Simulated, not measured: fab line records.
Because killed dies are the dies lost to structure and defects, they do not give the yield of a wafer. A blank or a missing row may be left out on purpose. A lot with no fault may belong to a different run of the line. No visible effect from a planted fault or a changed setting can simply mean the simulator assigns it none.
The tool behind it: which one? / flow nand-harc / 42 wafers from 14 lots sampled at 5 of the route's 1302 steps

WHAT EACH GAUGE READ, for each wafer
NHARC_A_ONON_D1_THK_MEAS_11: measures by ellipsometry.
lot=L944; measured=day 8 01:27; on=film-metro-02; thk-nm (nm)=990 989 989
lot=L945; measured=day 8 01:19; on=film-metro-01; thk-nm (nm)=1002 1002 1002
lot=L946; measured=day 8 20:48; on=film-metro-02; thk-nm (nm)=1008 1004 1002
lot=L947; measured=day 8 20:48; on=film-metro-01; thk-nm (nm)=992 992 992
lot=L951; measured=day 10 15:28; on=film-metro-02; thk-nm (nm)=996 995 995
lot=L952; measured=day 11 00:44; on=film-metro-02; thk-nm (nm)=1009 1010 1009
lot=L953; measured=day 11 08:31; on=film-metro-02; thk-nm (nm)=1024 1023 1023
lot=L954; measured=day 11 17:46; on=film-metro-02; thk-nm (nm)=999 997 999
lot=L956; measured=day 12 16:59; on=film-metro-02; thk-nm (nm)=1017 1018 1017
lot=L957; measured=day 13 20:05; on=film-metro-01; thk-nm (nm)=1002 999 1001
lot=L959; measured=day 13 20:07; on=film-metro-01; thk-nm (nm)=997 995 995
lot=L964; measured=day 16 17:54; on=film-metro-01; thk-nm (nm)=1114 1007 1009
lot=L965; measured=day 16 22:45; on=film-metro-01; thk-nm (nm)=1111 1108 1006
lot=L967; measured=day 17 19:51; on=film-metro-02; thk-nm (nm)=1015 1014 1013

EACH LOT AND THE TOOL THAT RAN IT (in order: tool; ch and the chambers of the sampled wafers; start)
lot=L944; NHARC_P_BONDPAD_STRIP_15=rie-diel-13 ch 1,3, day 6 20:11; NHARC_P_BONDPAD_DEGAS_25=pvd-sputter-02, day 6 20:43; NHARC_P_BONDPAD_ANNEAL_28=rtp-anneal-02 ch 0, day 6 21:30; NHARC_A_ONON_D1_DEP_09=pecvd-onon-03 ch 0, day 8 00:59
lot=L945; NHARC_P_BONDPAD_STRIP_15=rie-diel-08 ch 1,2, day 6 22:23; NHARC_P_BONDPAD_DEGAS_25=pvd-sputter-01, day 6 22:56; NHARC_P_BONDPAD_ANNEAL_28=rtp-anneal-02 ch 0, day 6 23:44; NHARC_A_ONON_D1_DEP_09=pecvd-onon-04 ch 0, day 8 00:52
lot=L946; NHARC_P_BONDPAD_STRIP_15=rie-diel-13 ch 1,2, day 7 15:34; NHARC_P_BONDPAD_DEGAS_25=pvd-sputter-02, day 7 16:06; NHARC_P_BONDPAD_ANNEAL_28=rtp-anneal-02 ch 0, day 7 17:10; NHARC_A_ONON_D1_DEP_09=pecvd-onon-01 ch 0, day 8 20:17
lot=L947; NHARC_P_BONDPAD_STRIP_15=rie-diel-13 ch 0,1,3, day 7 17:05; NHARC_P_BONDPAD_DEGAS_25=pvd-sputter-02, day 7 17:37; NHARC_P_BONDPAD_ANNEAL_28=rtp-anneal-01 ch 0, day 7 18:23; NHARC_A_ONON_D1_DEP_09=pecvd-onon-04 ch 0, day 8 20:21
lot=L951; NHARC_P_BONDPAD_STRIP_15=rie-diel-12 ch 0,2,3, day 9 09:31; NHARC_P_BONDPAD_DEGAS_25=pvd-sputter-02, day 9 10:02; NHARC_P_BONDPAD_ANNEAL_28=rtp-anneal-01 ch 0, day 9 10:51; NHARC_A_ONON_D1_DEP_09=pecvd-onon-04 ch 0, day 10 15:01
lot=L952; NHARC_P_BONDPAD_STRIP_15=rie-diel-13 ch 0,1,3, day 9 21:22; NHARC_P_BONDPAD_DEGAS_25=pvd-sputter-01, day 9 21:55; NHARC_P_BONDPAD_ANNEAL_28=rtp-anneal-02 ch 0, day 9 22:38; NHARC_A_ONON_D1_DEP_09=pecvd-onon-03 ch 0, day 11 00:13
lot=L953; NHARC_P_BONDPAD_STRIP_15=rie-diel-12 ch 1,2,3, day 10 03:13; NHARC_P_BONDPAD_DEGAS_25=pvd-sputter-02, day 10 03:46; NHARC_P_BONDPAD_ANNEAL_28=rtp-anneal-01 ch 0, day 10 04:29; NHARC_A_ONON_D1_DEP_09=pecvd-onon-03 ch 0, day 11 08:01
lot=L954; NHARC_P_BONDPAD_STRIP_15=rie-diel-08 ch 1,2,3, day 10 15:11; NHARC_P_BONDPAD_DEGAS_25=pvd-sputter-02, day 10 15:42; NHARC_P_BONDPAD_ANNEAL_28=rtp-anneal-02 ch 0, day 10 16:31; NHARC_A_ONON_D1_DEP_09=pecvd-onon-04 ch 0, day 11 17:22
lot=L956; NHARC_P_BONDPAD_STRIP_15=rie-diel-12 ch 1,2,3, day 11 13:31; NHARC_P_BONDPAD_DEGAS_25=pvd-sputter-03, day 11 14:05; NHARC_P_BONDPAD_ANNEAL_28=rtp-anneal-01 ch 0, day 11 14:50; NHARC_A_ONON_D1_DEP_09=pecvd-onon-03 ch 0, day 12 16:29
lot=L957; NHARC_P_BONDPAD_STRIP_15=rie-diel-08 ch 0,2,3, day 12 16:45; NHARC_P_BONDPAD_DEGAS_25=pvd-sputter-02, day 12 17:15; NHARC_P_BONDPAD_ANNEAL_28=rtp-anneal-02 ch 0, day 12 18:02; NHARC_A_ONON_D1_DEP_09=pecvd-onon-01 ch 0, day 13 19:38
lot=L959; NHARC_P_BONDPAD_STRIP_15=rie-diel-13 ch 0,1,2, day 12 17:13; NHARC_P_BONDPAD_DEGAS_25=pvd-sputter-01, day 12 17:46; NHARC_P_BONDPAD_ANNEAL_28=rtp-anneal-01 ch 0, day 12 18:29; NHARC_A_ONON_D1_DEP_09=pecvd-onon-04 ch 0, day 13 19:37
lot=L964; NHARC_P_BONDPAD_STRIP_15=rie-diel-08 ch 0,1, day 15 14:19; NHARC_P_BONDPAD_DEGAS_25=pvd-sputter-01, day 15 14:54; NHARC_P_BONDPAD_ANNEAL_28=rtp-anneal-01 ch 0, day 15 15:38; NHARC_A_ONON_D1_DEP_09=pecvd-onon-03 ch 0, day 16 17:23
lot=L965; NHARC_P_BONDPAD_STRIP_15=rie-diel-13 ch 1,2,3, day 15 19:40; NHARC_P_BONDPAD_DEGAS_25=pvd-sputter-02, day 15 20:13; NHARC_P_BONDPAD_ANNEAL_28=rtp-anneal-02 ch 0, day 15 20:57; NHARC_A_ONON_D1_DEP_09=pecvd-onon-03 ch 0, day 16 22:14
lot=L967; NHARC_P_BONDPAD_STRIP_15=rie-diel-13 ch 2,3, day 16 16:10; NHARC_P_BONDPAD_DEGAS_25=pvd-sputter-01, day 16 16:45; NHARC_P_BONDPAD_ANNEAL_28=rtp-anneal-02 ch 0, day 16 18:02; NHARC_A_ONON_D1_DEP_09=pecvd-onon-04 ch 0, day 17 19:20
- NHARC_P_BONDPAD_STRIP_15: strips in O2.
- NHARC_P_BONDPAD_DEGAS_25: time 60 s.
- NHARC_P_BONDPAD_ANNEAL_28: time 90 s.
- NHARC_A_ONON_D1_DEP_09: target thk 1000 nm.

WHAT THE TOOLS THEMSELVES READ (means of the sampled wafers that have a number; where no wafer has one, the mark that the record gives instead)
NHARC_P_BONDPAD_STRIP_15.
lot=L944; tool=rie-diel-13; chamber-pressure-mTorr (mTorr)=60.00; drypump-motor-current-A (A)=5.8; mfc-ar-sccm (sccm)=0.018; oes-product-au (a.u.)=0.999; rf-vpp-V (V)=58.2; showerhead-plenum-p-Torr (Torr)=3.57; throttle-valve-pct (%)=17.036
lot=L945; tool=rie-diel-08; chamber-pressure-mTorr (mTorr)=60.05; drypump-motor-current-A (A)=6.0; mfc-ar-sccm (sccm)=0.006; oes-product-au (a.u.)=1.004; rf-vpp-V (V)=58.0; showerhead-plenum-p-Torr (Torr)=3.39; throttle-valve-pct (%)=17.035
lot=L946; tool=rie-diel-13; chamber-pressure-mTorr (mTorr)=60.03; drypump-motor-current-A (A)=5.7; mfc-ar-sccm (sccm)=0.014; oes-product-au (a.u.)=0.997; rf-vpp-V (V)=56.4; showerhead-plenum-p-Torr (Torr)=3.47; throttle-valve-pct (%)=17.040
lot=L947; tool=rie-diel-13; chamber-pressure-mTorr (mTorr)=59.98; drypump-motor-current-A (A)=5.9; mfc-ar-sccm (sccm)=0.011; oes-product-au (a.u.)=1.005; rf-vpp-V (V)=57.3; showerhead-plenum-p-Torr (Torr)=3.57; throttle-valve-pct (%)=17.038
lot=L951; tool=rie-diel-12; chamber-pressure-mTorr (mTorr)=59.97; drypump-motor-current-A (A)=5.6; mfc-ar-sccm (sccm)=0.004; oes-product-au (a.u.)=0.991; rf-vpp-V (V)=57.7; showerhead-plenum-p-Torr (Torr)=3.51; throttle-valve-pct (%)=17.042
lot=L952; tool=rie-diel-13; chamber-pressure-mTorr (mTorr)=59.98; drypump-motor-current-A (A)=5.9; mfc-ar-sccm (sccm)=0.011; oes-product-au (a.u.)=1.002; rf-vpp-V (V)=58.1; showerhead-plenum-p-Torr (Torr)=3.57; throttle-valve-pct (%)=17.038
lot=L953; tool=rie-diel-12; chamber-pressure-mTorr (mTorr)=60.01; drypump-motor-current-A (A)=5.6; mfc-ar-sccm (sccm)=0.003; oes-product-au (a.u.)=0.998; rf-vpp-V (V)=58.4; showerhead-plenum-p-Torr (Torr)=3.57; throttle-valve-pct (%)=17.040
lot=L954; tool=rie-diel-08; chamber-pressure-mTorr (mTorr)=60.01; drypump-motor-current-A (A)=6.2; mfc-ar-sccm (sccm)=0.011; oes-product-au (a.u.)=1.007; rf-vpp-V (V)=58.6; showerhead-plenum-p-Torr (Torr)=3.45; throttle-valve-pct (%)=17.037
lot=L956; tool=rie-diel-12; chamber-pressure-mTorr (mTorr)=60.01; drypump-motor-current-A (A)=5.5; mfc-ar-sccm (sccm)=0.003; oes-product-au (a.u.)=0.990; rf-vpp-V (V)=58.4; showerhead-plenum-p-Torr (Torr)=3.57; throttle-valve-pct (%)=17.033
lot=L957; tool=rie-diel-08; chamber-pressure-mTorr (mTorr)=59.98; drypump-motor-current-A (A)=6.0; mfc-ar-sccm (sccm)=0.010; oes-product-au (a.u.)=0.996; rf-vpp-V (V)=57.7; showerhead-plenum-p-Torr (Torr)=3.53; throttle-valve-pct (%)=17.043
lot=L959; tool=rie-diel-13; chamber-pressure-mTorr (mTorr)=60.01; drypump-motor-current-A (A)=5.8; mfc-ar-sccm (sccm)=0.007; oes-product-au (a.u.)=1.000; rf-vpp-V (V)=56.7; showerhead-plenum-p-Torr (Torr)=3.47; throttle-valve-pct (%)=17.032
lot=L964; tool=rie-diel-08; chamber-pressure-mTorr (mTorr)=59.98; drypump-motor-current-A (A)=5.9; mfc-ar-sccm (sccm)=0.017; oes-product-au (a.u.)=0.996; rf-vpp-V (V)=57.8; showerhead-plenum-p-Torr (Torr)=3.54; throttle-valve-pct (%)=17.032
lot=L965; tool=rie-diel-13; chamber-pressure-mTorr (mTorr)=59.97; drypump-motor-current-A (A)=5.8; mfc-ar-sccm (sccm)=0.011; oes-product-au (a.u.)=1.011; rf-vpp-V (V)=57.9; showerhead-plenum-p-Torr (Torr)=3.50; throttle-valve-pct (%)=17.039
lot=L967; tool=rie-diel-13; chamber-pressure-mTorr (mTorr)=60.02; drypump-motor-current-A (A)=5.7; mfc-ar-sccm (sccm)=0.004; oes-product-au (a.u.)=0.999; rf-vpp-V (V)=57.8; showerhead-plenum-p-Torr (Torr)=3.44; throttle-valve-pct (%)=17.033

NHARC_P_BONDPAD_DEGAS_25.
lot=L944; tool=pvd-sputter-02; heater-power-w (W)=469
lot=L945; tool=pvd-sputter-01; heater-power-w (W)=407
lot=L946; tool=pvd-sputter-02; heater-power-w (W)=486
lot=L947; tool=pvd-sputter-02; heater-power-w (W)=474
lot=L951; tool=pvd-sputter-02; heater-power-w (W)=468
lot=L952; tool=pvd-sputter-01; heater-power-w (W)=455
lot=L953; tool=pvd-sputter-02; heater-power-w (W)=477
lot=L954; tool=pvd-sputter-02; heater-power-w (W)=462
lot=L956; tool=pvd-sputter-03; heater-power-w (W)=480
lot=L957; tool=pvd-sputter-02; heater-power-w (W)=469
lot=L959; tool=pvd-sputter-01; heater-power-w (W)=443
lot=L964; tool=pvd-sputter-01; heater-power-w (W)=448
lot=L965; tool=pvd-sputter-02; heater-power-w (W)=445
lot=L967; tool=pvd-sputter-01; heater-power-w (W)=439

NHARC_P_BONDPAD_ANNEAL_28.
lot=L944 tool=rtp-anneal-02 wafer_temp_C_max=225.84
lot=L945 tool=rtp-anneal-02 wafer_temp_C_max=225.74
lot=L946 tool=rtp-anneal-02 wafer_temp_C_max=225.58
lot=L947 tool=rtp-anneal-01 wafer_temp_C_max=226.05
lot=L951 tool=rtp-anneal-01 wafer_temp_C_max=225.95
lot=L952 tool=rtp-anneal-02 wafer_temp_C_max=225.59
lot=L953 tool=rtp-anneal-01 wafer_temp_C_max=226.07
lot=L954 tool=rtp-anneal-02 wafer_temp_C_max=225.60
lot=L956 tool=rtp-anneal-01 wafer_temp_C_max=225.74
lot=L957 tool=rtp-anneal-02 wafer_temp_C_max=225.50
lot=L959 tool=rtp-anneal-01 wafer_temp_C_max=225.82
lot=L964 tool=rtp-anneal-01 wafer_temp_C_max=225.99
lot=L965 tool=rtp-anneal-02 wafer_temp_C_max=225.67
lot=L967 tool=rtp-anneal-02 wafer_temp_C_max=225.63

THE ANSWER, worked out from the rows above alone
Rule: usual is defined by the lots themselves. The widest of any qualifying gaps counts: lots, ordered by their means at a reading, are off when they make up no more than a third of the lots, leave a main group of 4 or more, and stand apart from it by 3 or more times the standard deviation of that group's means. A main group whose means are all the same, to the digits that the tables above print for the reading, isn't used. Also off: a lot with no number at a reading for which 4 or more lots have one. Any other lot the step has rows for is counted as sound. Order of review: gauges by route order, followed by the tools' own readings, for which a lot's mean as printed above is used. The first step at which some lot is off is used, and at that step the reading that is off furthest; a lot without a number counts as furthest.
No lot is off on any of the readings shown, so nothing can be concluded from this.

WHAT THE SIMULATOR HAD PUT IN
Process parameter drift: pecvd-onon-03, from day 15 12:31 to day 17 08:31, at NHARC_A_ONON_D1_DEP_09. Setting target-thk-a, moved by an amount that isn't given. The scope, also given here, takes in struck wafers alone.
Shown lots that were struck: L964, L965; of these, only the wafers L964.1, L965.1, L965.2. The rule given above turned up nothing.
